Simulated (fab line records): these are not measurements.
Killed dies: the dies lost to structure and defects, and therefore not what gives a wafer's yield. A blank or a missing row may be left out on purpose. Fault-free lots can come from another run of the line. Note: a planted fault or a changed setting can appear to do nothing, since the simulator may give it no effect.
fab line records ; flow n5Finfet
[record] lots = 4; wafers = 11; lastDay = 17
route steps=1938 shown DUMMY_GATE@235 SPACER0@258 SD_EPI_N@262 PASSIVATION@1936
lots untouched by any fault: they come from a run of this same line in which no faults occurred
startH: hours from the record's opening day to when the first of the lot's shown wafers began ; waitH: hours since the lot's step before ; " as in the row above ; L1.1+2: several wafers, shown together as one row ; - no value present, or no start provided ; * or withheld: withheld ; < > ~ a bound
route shown NAME@n: a module of which the file shows steps, and the number in the route of the first ; usual: mean/standard deviation taken from wafers without a fault ; same: alike in all rows ; chamber/n: place in a boat ; sites: readings site by site ; _std_site: standard deviation across them ; _edge_site: inner sites' mean taken away from outer sites' mean ; radiusMm: how far each site lies from the wafer's centre ; mask NAME#n: copy n ; behind: tool/chamber where the wafer was last shaped ; hold: the reason the lot was held/the length of the hold in hours/how it ended ; device: whichever transistor did not switch (one of n, p or np) ; end of line: tests run on the same wafers once the route is complete ; where a step has no rows: the recipe by itself ; killed: at the first sort, the dies lost to defects and structure; wafer yield is something else ; map: a wafer's dies, x killed, . not, _ none there
set.NAME: the run value of the setting; set.NAME@STEP: its run value at that earlier step ; model.NAME: the simulator's own value behind a step, which no gauge read
lots at some steps of the route; a table a step, a row a wafer
services: the hour from which a tool's chamber was out of use, counted from the record's first day as startH (under 0 if before that day), plus the number of hours and why
[[steps]]
[step N5_DUMMY_GATE_ETCH_29]
[recipe] chemistry = N2/H2; target = underlayer; targetDepthA = 130; ionEnergyEv = 200; pressureMtorr = 30; sourceW = 840; biasW = 150; n2FlowSccm = 200; h2FlowSccm = 200
[step N5_DUMMY_GATE_ETCH_36]
[recipe] chemistry = CF4; target = SiARC; targetDepthA = 130; pressureMtorr = 40; sourceW = 545; biasW = 36; Ar_flow_sccm = 100; cf4FlowSccm = 100; ionEnergyEv = 80
[step N5_DUMMY_GATE_ETCH_37]
[recipe] chemistry = N2/H2; target = SOC; targetDepthA = 600; overetchA = 300; tempC = 40; ionEnergyEv = 200; pressureMtorr = 30; sourceW = 840; biasW = 150; n2FlowSccm = 200; h2FlowSccm = 200
[step N5_DUMMY_GATE_STRIP_38]
[recipe] chemistry = N2/H2; tempC = 40; n2FlowSccm = 200; h2FlowSccm = 200; rfFrequencyHz = 6e+07
[step N5_DUMMY_GATE_STRIP_39]
[recipe] chemistry = N2/H2; tempC = 40; n2FlowSccm = 200; h2FlowSccm = 200; rfFrequencyHz = 6e+07
[step N5_DUMMY_GATE_TRIM_49]
[recipe] chemistry = O2; resist = SOC; timeS = 29; targetCdNm = 14; sourcePowerW = 300; biasPowerW = 0; O2_flow_sccm = 100; tempC = 20
[step N5_DUMMY_GATE_STRIP_40]
[recipe] chemistry = CF4; resist = SiARC; powerW = 300; biasPowerW = 75; pressureMtorr = 50; cf4FlowSccm = 150; rfFrequencyHz = 6e+07
[step N5_DUMMY_GATE_ETCH_31]
[recipe] chemistry = C4F6/O2; target = SiO2; maskMaterial = SOC; targetDepthA = 825; timeS = 27.5; ionEnergyEv = 250; pressureMtorr = 30; sourceW = 345; biasW = 185; Ar_flow_sccm = 300; C4F6_flow_sccm = 10; O2_flow_sccm = 10
[step N5_DUMMY_GATE_STRIP_41]
[recipe] chemistry = O2; powerW = 400; tempC = 40; pressureMtorr = 30; rfFrequencyHz = 6e+07; biasPowerW = 0; overashFraction = 0.3; o2FlowSccm = 225
[step N5_DUMMY_GATE_HM_OPEN_21]
[recipe] chemistry = CH3F/O2; target = SiNx; targetDepthA = 1200; Ar_flow_sccm = 150; CH3F_flow_sccm = 30; O2_flow_sccm = 23; timeS = 171.4; pressureMtorr = 30; sourceW = 395; biasW = 73; ionEnergyEv = 120.7
[step N5_DUMMY_GATE_ETCH_32]
[recipe] chemistry = CF4; target = SiO2; targetDepthA = 35; timeS = 3.9; ionEnergyEv = 350; pressureMtorr = 10; icpW = 800; biasW = 400; cf4FlowSccm = 80
[step N5_DUMMY_GATE_ETCH_23]
[recipe] chemistry = HBr/Cl2/O2; HBr_flow_sccm = 150; Cl2_flow_sccm = 80; O2_flow_sccm = 12; biasW = 102; targetDepthA = 410; timeS = 22.3; target = poly-Si; maskMaterial = SiO2; pressureMtorr = 10; icpW = 800
[usual] HBr_flow_sccm = 150.0/0.45; drypumpMotorCurrentA = 5.7/0.36; mfcCl2Sccm = 80.01/0.22; oesProductAu = 1.000/0.023; throttleValvePct = 37.1/0.33
lot.wafer;tool;chamber;startH;waitH;HBr_flow_sccm;drypumpMotorCurrentA;mfcCl2Sccm;oesProductAu;rfHoursCounterH;throttleValvePct
L260.1;rieSi-01;3;52.93;0.0;150.4;5.7;79.80;0.983;139;37.5
L260.2;rieSi-01;2;52.93;0.0;149.5;5.7;79.90;0.991;171;37.1
L260.5;rieSi-01;3;52.93;0.0;151.0;5.7;79.81;0.989;-;37.5
L269.1;rieSi-01;2;107.79;0.0;149.7;5.8;80.19;0.972;172;37.1
L269.3;rieSi-01;1;107.79;0.0;150.1;6.1;80.02;1.021;57;36.9
L269.4;rieSi-01;3;107.79;0.0;150.0;5.7;79.48;0.976;140;37.5
L273.4;rieSi-01;3;130.62;0.0;150.0;5.7;80.18;0.983;-;37.5
L273.5;rieSi-01;0;130.62;0.0;150.6;5.8;80.31;1.017;-;37.0
L273.6;rieSi-01;2;130.62;0.0;150.1;5.7;80.11;0.980;-;37.1
L279.3;rieSi-06;0;170.99;0.0;149.3;5.5;80.22;1.001;52;36.4
L279.6;rieSi-06;0;170.99;0.0;149.9;5.5;80.26;0.999;-;36.4
[step N5_DUMMY_GATE_ETCH_44]
[recipe] chemistry = HBr/O2; overEtchFrac = 0.7; targetDepthA = 1275; stopOn = SiO2; ionEnergyEv = 60; biasW = 20; target = poly-Si; maskMaterial = SiO2; pressureMtorr = 20; icpW = 400; HBr_flow_sccm = 120; O2_flow_sccm = 10
[step N5_DUMMY_GATE_ETCH_42]
[recipe] chemistry = CHF3/O2; target = SiO2; targetDepthA = 35; timeS = 31; ionEnergyEv = 30; biasW = 12; pressureMtorr = 30; sourceW = 600; Ar_flow_sccm = 200; CHF3_flow_sccm = 50; O2_flow_sccm = 5
[step N5_DUMMY_GATE_STRIP_48]
[recipe] chemistry = N2/H2; timeS = 20; powerW = 100; tempC = 40; pressureMtorr = 100; rfFrequencyHz = 6e+07; biasPowerW = 3; n2FlowSccm = 300; h2FlowSccm = 300
[step N5_DUMMY_GATE_PRECLEAN_33]
[recipe] chemistry = dHF; timeS = 10; dilution = 750:1; tempC = 25
[step N5_DUMMY_GATE_PRECLEAN_25]
[recipe] chemistry = O3/DIW; timeS = 45; tempC = 22; o3Ppm = 10
[step N5_DUMMY_GATE_PRECLEAN_51]
[recipe] chemistry = SC2; timeS = 45; tempC = 35; mix = 1:1:50
[step N5_DUMMY_GATE_SRD_26]
[recipe] dry = ipaMarangoni; timeS = 30; tempC = 23; rinseLiquid = diw
[step N5_DUMMY_GATE_UV_OZONE_45]
[recipe] timeS = 120; pressureTorr = 760; tempC = 25
[step N5_DUMMY_GATE_INSPECT_27]
[recipe] inspectInstrument = brightfield; mode = aei
[usual] rawDefectCount = 302/75
lot.wafer;tool;chamber;startH;waitH;rawDefectCount
L260.1;defectInspect-01;-;53.38;0.0;196
L260.2;defectInspect-01;-;53.38;0.0;231
L260.5;defectInspect-01;-;53.38;0.0;315
L269.1;defectInspect-02;-;108.36;0.0;1234
L269.3;defectInspect-02;-;108.36;0.0;194
L269.4;defectInspect-02;-;108.36;0.0;442
L273.4;defectInspect-01;-;131.12;0.0;331
L273.5;defectInspect-01;-;131.12;0.0;341
L273.6;defectInspect-01;-;131.12;0.0;1298
L279.3;defectInspect-02;-;171.44;0.0;296
L279.6;defectInspect-02;-;171.44;0.0;328
[step N5_SPACER0_ALD_07]
[recipe] material = SiNx; targetThkA = 20; tempC = 400; aldPrecursorFamily = SiH2I2; aldCoReactant = N2/H2-plasma; pressureTorr = 2
[step N5_SPACER0_ALD_00]
[recipe] material = SiOCN; targetThkA = 35; tempC = 400; aldPrecursorFamily = alkyl-aminosilane; aldCoReactant = O2/N2-plasma; pulseTimeS = 3; purgeTimeS = 2; coReactantPurgeTimeS = 2; aldCycles = 58; pressureTorr = 2
[step N5_SPACER0_ALD_08]
[recipe] material = SiNx; targetThkA = 20; tempC = 400; aldPrecursorFamily = SiH2I2; aldCoReactant = N2/H2-plasma; pressureTorr = 2
[step N5_SPACER0_INSPECT_04]
[recipe] inspectInstrument = darkfield; mode = postDep
[usual] rawDefectCount = 137/32
lot.wafer;tool;chamber;startH;waitH;rawDefectCount
L260.1;defectInspect-02;-;54.00;0.1;95
L260.2;defectInspect-02;-;54.00;0.1;139
L260.5;defectInspect-02;-;54.00;0.1;148
L269.1;defectInspect-02;-;108.96;0.1;1096
L269.3;defectInspect-02;-;108.96;0.1;96
L269.4;defectInspect-02;-;108.96;0.1;192
L273.4;defectInspect-01;-;131.74;0.1;172
L273.5;defectInspect-01;-;131.74;0.1;181
L273.6;defectInspect-01;-;131.74;0.1;1123
L279.3;defectInspect-02;-;172.05;0.1;162
L279.6;defectInspect-02;-;172.05;0.1;153
[step N5_SD_EPI_N_COAT_32]
[recipe] resist = SOC; tempC = 250; timeS = 60; spinRpm = 1500; resistThkNm = 350
[step N5_SD_EPI_N_COAT_33]
[recipe] resist = SiARC; tempC = 220; timeS = 60; spinRpm = 1500; resistThkNm = 35
[step N5_SD_EPI_N_COAT_03]
[recipe] resist = CAR-ArF-block; spinRpm = 1500; resistThkNm = 150
[step N5_SD_EPI_N_EBR_05]
[recipe] solvent = PGMEA; ebrWidthMm = 1.5
[step N5_SD_EPI_N_SOFTBAKE_04]
[recipe] tempC = 110; timeS = 60; resist = CAR-ArF-block
[step N5_SD_EPI_N_EXPOSE_06]
[recipe] maskId = SD_N_BLK; na = 1.35; sourceShape = conventional; sigmaOuter = 0.8; polarization = unpolarized; targetCdNm = 120; doseMj = 39.75
[step N5_SD_EPI_N_PEB_07]
[recipe] pebTempC = 110; pebTimeS = 60; resist = CAR-ArF-block
[step N5_SD_EPI_N_DEVELOP_08]
[recipe] developTimeS = 30; developer = TMAH; resist = CAR-ArF-block; devTempC = 23; rinseLiquid = diw; dry = airSpin
[step N5_SD_EPI_N_INSPECT_11]
[recipe] mode = adi; inspectInstrument = macro
[usual] rawDefectCount = 2.2/1.5
lot.wafer;tool;chamber;startH;waitH;rawDefectCount
L260.1;defectInspect-01;-;54.45;0.0;4
L260.2;defectInspect-01;-;54.45;0.0;2
L260.5;defectInspect-01;-;54.45;0.0;1
L269.1;defectInspect-01;-;109.29;0.0;>300
L269.3;defectInspect-01;-;109.29;0.0;0
L269.4;defectInspect-01;-;109.29;0.0;2
L273.4;defectInspect-02;-;132.07;0.0;2
L273.5;defectInspect-02;-;132.07;0.0;2
L273.6;defectInspect-02;-;132.07;0.0;>300
L279.3;defectInspect-01;-;172.50;0.0;3
L279.6;defectInspect-01;-;172.50;0.0;2
[step N5_SD_EPI_N_DESCUM_14]
[recipe] chemistry = O2; timeS = 7.9; sourcePowerW = 50; biasPowerW = 20; pressureMtorr = 20; rfFrequencyHz = 2.712e+07; tempC = 40; resist = CAR-ArF-block; o2FlowSccm = 225
[step N5_SD_EPI_N_ETCH_34]
[recipe] chemistry = CF4; target = SiARC; targetDepthA = 455; maskMaterial = CAR-ArF-block; timeS = 75.8; ionEnergyEv = 80; pressureMtorr = 40; sourceW = 545; biasW = 36; Ar_flow_sccm = 100; cf4FlowSccm = 100; ends = cleared
[step N5_SD_EPI_N_ETCH_35]
[recipe] chemistry = N2/H2; target = SOC; overetchA = 1080; maskMaterial = SiARC; tempC = 40; ionEnergyEv = 100; sourceW = 3000; biasW = 133; pressureMtorr = 20; timeS = 486; n2FlowSccm = 200; h2FlowSccm = 200
[step N5_SD_EPI_N_STRIP_36]
[recipe] chemistry = N2/H2; tempC = 40; n2FlowSccm = 200; h2FlowSccm = 200; rfFrequencyHz = 6e+07
[step N5_SD_EPI_N_INSPECT_26]
[recipe] inspectInstrument = darkfield; mode = postEpi
[usual] rawDefectCount = 205/37
lot.wafer;tool;chamber;startH;waitH;rawDefectCount
L260.1;defectInspect-01;-;58.43;0.1;161
L260.2;defectInspect-01;-;58.43;0.1;190
L260.5;defectInspect-01;-;58.43;0.1;220
L269.1;defectInspect-02;-;114.02;0.2;1171
L269.3;defectInspect-02;-;114.02;0.2;128
L269.4;defectInspect-02;-;114.02;0.2;221
L273.4;defectInspect-02;-;136.79;0.1;238
L273.5;defectInspect-02;-;136.79;0.1;264
L273.6;defectInspect-02;-;136.79;0.1;1213
L279.3;defectInspect-01;-;176.78;0.1;215
L279.6;defectInspect-01;-;176.78;0.1;247
[step N5_PASSIVATION_PROBE_49]
[usual] killed_at_M0_to_M3 = 35/11; killed_at_M4_up = 14/5.4; killedAtContacts = 13/6; killedAtFrontEnd = 38/11; killedAtOther = 3.4/2.6; killedDies = 104/19; killedOnRim = 13/3.9; killedOpen = 68/13; killedShort = 34/8.5
[same] grossDies = 1180; killedAtBackSide = 0
lot.wafer;tool;chamber;startH;waitH;killed_at_M0_to_M3;killed_at_M4_up;killedAtContacts;killedAtFrontEnd;killedAtOther;killedDies;killedOnRim;killedOpen;killedShort
L269.1;prober-02;-;355.87;0.0;35;18;15;123;3;194;31;70;32
L269.3;prober-02;-;355.97;0.1;39;18;10;41;5;113;9;80;33
L269.4;prober-02;-;356.02;0.2;42;19;12;46;0;119;11;76;43
L273.4;prober-01;-;393.20;0.2;19;9;16;32;2;78;10;51;25
L273.5;prober-01;-;393.25;0.2;29;15;14;29;0;87;10;60;23
L273.6;prober-01;-;393.30;0.3;30;11;11;135;3;190;24;57;27
L279.3;prober-01;-;409.07;0.1;45;10;29;40;2;126;18;82;43
L279.6;prober-01;-;409.22;0.3;57;20;19;33;1;130;15;90;40
// killed by level:class
L269.1 DUMMY_GATE:unspecified=91 MOL_CONTACT_COAG:geometricParticle:open=10 BEOL_M4:geometricParticle:open=9 STI_FIN_REVEAL:geometricParticle:open=8 BEOL_M0_SAQP:geometricParticle:short=7 FIN_SAQP:geometricParticle:short=6 BEOL_M0_SAQP:geometricParticle:open=6 BEOL_M1:geometricParticle:open=6
L269.3 STI_FIN_REVEAL:geometricParticle:open=13 FIN_SAQP:geometricParticle:short=11 BEOL_M2:geometricParticle:open=9 MOL_CONTACT_COAG:geometricParticle:open=8 FIN_SAQP:geometricParticle:open=7 BEOL_M1:geometricParticle:open=6 BEOL_M3:geometricParticle:open=6 BEOL_M0:geometricParticle:open=5
L269.4 BEOL_M1:geometricParticle:short=12 BEOL_M4:geometricParticle:open=10 FIN_SAQP:geometricParticle:short=10 MOL_CONTACT_COAG:geometricParticle:open=10 FIN_SAQP:geometricParticle:open=9 STI_FIN_REVEAL:geometricParticle:open=9 BEOL_M0:geometricParticle:open=7 BEOL_M2:geometricParticle:open=7
L273.4 MOL_CONTACT_COAG:geometricParticle:open=11 FIN_SAQP:geometricParticle:open=7 BEOL_M4:geometricParticle:open=6 MOL_CONTACT_COAG:geometricParticle:short=5 BEOL_M3:geometricParticle:open=5 STI_FIN_REVEAL:geometricParticle:open=4 STARTING-WAFER:geometricParticle:short=4 GATE_CUT:geometricParticle:short=3
L273.5 MOL_CONTACT_COAG:geometricParticle:open=13 BEOL_M0_SAQP:geometricParticle:short=8 BEOL_M4:geometricParticle:open=8 BEOL_M0_SAQP:geometricParticle:open=6 BEOL_M1:geometricParticle:open=6 DUMMY_GATE:geometricParticle:open=5 BEOL_M3:geometricParticle:open=5 STI_FIN_REVEAL:geometricParticle:open=4
L273.6 DUMMY_GATE:unspecified=90 HKMG_FIN:areaEtch=16 MOL_CONTACT_COAG:geometricParticle:open=10 BEOL_M0_SAQP:geometricParticle:open=8 FIN_SAQP:geometricParticle:short=7 BEOL_M1:geometricParticle:open=6 BEOL_M4:geometricParticle:open=6 STI_FIN_REVEAL:geometricParticle:open=5
L279.3 MOL_CONTACT_COAG:geometricParticle:open=19 FIN_SAQP:geometricParticle:open=14 BEOL_M0_SAQP:geometricParticle:open=12 MOL_CONTACT_COAG:geometricParticle:short=10 BEOL_M2:geometricParticle:open=8 BEOL_M3:geometricParticle:short=8 BEOL_M3:geometricParticle:open=8 FIN_SAQP:geometricParticle:short=7
L279.6 MOL_CONTACT_COAG:geometricParticle:open=16 BEOL_M3:geometricParticle:open=16 BEOL_M4:geometricParticle:open=14 BEOL_M0_SAQP:geometricParticle:short=12 FIN_SAQP:geometricParticle:open=9 BEOL_M2:geometricParticle:open=8 BEOL_M0_SAQP:geometricParticle:open=8 FIN_SAQP:geometricParticle:short=7
// map L269.1 (x killed, . not)
_________________............________________
______________.x........x......._____________
___________...............x.x.....x__________
__________...x...........x.........._________
________xxxx..x...x....x...xx.....x..x_______
_______xxxxxx....x.............x.....x.______
______xxxxxxx.x..................x...x.._____
_____xxxxxxxx.......x....x.x.xx..........____
____xxxxxxxxxxxxx.....x......xx...........___
___xxxxxxxxxxxx...x........................__
___xxxxxxxx.x.............x..x...........x.__
__xxxxxxxxx.xxx...xx...........x............_
__.xxxxxxx..x..............................._
_xxxx.xx.x...x...............................
_.xx...xx...x....x.........xx..........x.....
_..xx..xx...xx.x.....x..............x........
_x..............x.........x.............x....
_.x..........................................
_........x........x..........................
_..x........................xx.........x.....
_.x.x..x.....................................
__x.x.....x.x..............................x_
__........................x....x....x......._
___...........x..x.........................__
___x..........................x............__
____.....x...........x....x..............x___
_____....x.................x.x.x.........____
______...x..x...xx.xx..................._____
_______....x....x........xx............______
________..................x......x...._______
__________..x..........x............_________
___________.x.x........x...x.x.x...__________
______________.................._____________
_________________............________________
// map L273.6 (x killed, . not)
_________________............________________
______________.................._____________
___________......xx................__________
__________................x.x......._________
________xxxx.x.........x......xx....x._______
_______xxxxxxx..................x......______
______xxxxxxx.x..x..............x......._____
_____xxxxxxxx...........xx...............____
____xxxxxxxxxx............................___
___xxxxxxxxxx.x.x......x......x..........x.__
___xxxxxxxxxx..........x.....x...x....xx...__
__xxxxxxxxxx.xxx............................_
__xxxxxxxxxx.x............x.......x........._
_.xxxxxxxx................x..................
_xxx.....x..x..x...................x.x..x....
_xxx...x...............x.....................
_.x...........x.x........x.x............x....
_.......x..........x.....x....x..............
_.................xx..x.x.x.x.........x......
_................x...........................
_.........xx....x.x..x.......x.......x.......
__.x......xx....x.x....x.x.x................_
__.......x...x....x......x.................._
___................x..................x....__
___.................................x.x....__
____............x.x.......x...............___
_____..........................x.x.......____
______...............x....x.....x.....x._____
_______..............x.................______
________..............x........x......_______
__________....x....xx..............._________
___________............x.x.........__________
______________....x............._____________
_________________.......x....________________
[[services]]
tool;chamber;startH;hours;kind
rieSi-01;2;92.28;4.2;repair
rieSi-01;0;99.71;3.0;repair
rieSi-06;-;116.06;28.1;pm
rieSi-01;1;119.62;22.1;repair
rieSi-01;2;121.47;5.6;repair
[[key]]
[firstSign] step = N5_DUMMY_GATE_INSPECT_27; reading = rawDefectCount; direction = up; sigmas = 13; usual = 302; struck = 1266
[effect] step = N5_SPACER0_INSPECT_04; reading = rawDefectCount; direction = up; sigmas = 31; usual = 137; struck = 1110
[effect] step = N5_SD_EPI_N_INSPECT_11; reading = rawDefectCount; direction = up; sigmas = 99+; usual = 2.2; struck = >300
[effect] step = N5_SD_EPI_N_INSPECT_26; reading = rawDefectCount; direction = up; sigmas = 26; usual = 205; struck = 1192
[effect] step = N5_PASSIVATION_PROBE_49; reading = killedAtFrontEnd; direction = up; sigmas = 8.4; usual = 38; struck = 129
[moreKillsBornAt] N5_DUMMY_GATE_ETCH_23@rieSi-01 = 181
metAt N5_DUMMY_GATE_ETCH_23
struckWafers L269.1,L273.6
testerLeftOut L269,L273
[baselineLoss] step = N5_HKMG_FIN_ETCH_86; wafers = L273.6
onsetBetween 52.93 107.79
[fault] kind = chamberParticleSource; tool = rieSi-01; chamber = 2; onsetH = 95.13; steps = N5_DUMMY_GATE_ETCH_23; ratePerVisitCm2 = 1.4681; endH = 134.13
// testerLeftOut: of these lots the tester's yield and bins aren't shown, on N5 and GAA mostly nor the transistor test; their killed dies are dies lost to structure and defects alone, not to doping, threshold or leakage, so they don't give the yield
// baselineLoss: these wafers lose ten dies or more at that step, a loss of the line's own and not of a fault; the sort's usual values leave them out
